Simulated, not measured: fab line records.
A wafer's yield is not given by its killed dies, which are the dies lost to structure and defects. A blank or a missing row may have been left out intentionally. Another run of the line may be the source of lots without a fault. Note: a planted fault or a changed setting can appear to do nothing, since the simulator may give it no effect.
Chamber matching	flow n5 finfet	N5_BEOL_M4_DEP_57 on pecvd-03: 3 sister chambers
The step deposits SiCN from 3MS/NH3, target thk 8 nm, time 14 s. 3 wafers are shown with their chamber, then 6 later ones without.

== EACH WAFER AND ITS CHAMBER ==
wafer	chamber	throttle valve pct (%)
L807.1	0	9.4
L809.5	1	9.2
L809.6	2	8.5

== WAFERS WITH NO CHAMBER GIVEN ==
wafer	throttle valve pct (%)
L819.1	9.4
L819.3	8.4
L819.5	9.6
L822.2	8.3
L822.4	8.8
L822.6	9.2

== WHICH CHAMBER EACH ONE RAN IN ==
wafer	from the rows above	in truth
L819.1	can't be placed: 0 or 1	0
L819.3	2	2
L819.5	can't be placed: 0 or 1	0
L822.2	2	2
L822.4	can't be placed: 2 or 1 or 0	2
L822.6	can't be placed: 1 or 0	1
2 of 6 placed correctly. From these rows, 4 cannot be placed; in 4 the true chamber is one of the candidates. Wrongly placed: 0.
How it was worked out, from the rows above alone: a wafer's distance from a chamber is the root of the sum, over the readings, of the square of ((its reading less the chamber's mean) divided by the reading's scatter). The wafer belongs to the nearest chamber; if the next one is less than 2 further off, it can't be placed. The mean given for a chamber averages the wafers shown for that chamber. The scatter: root of mean squared gap, hidden wafer to nearest shown wafer, with one shown wafer a chamber.
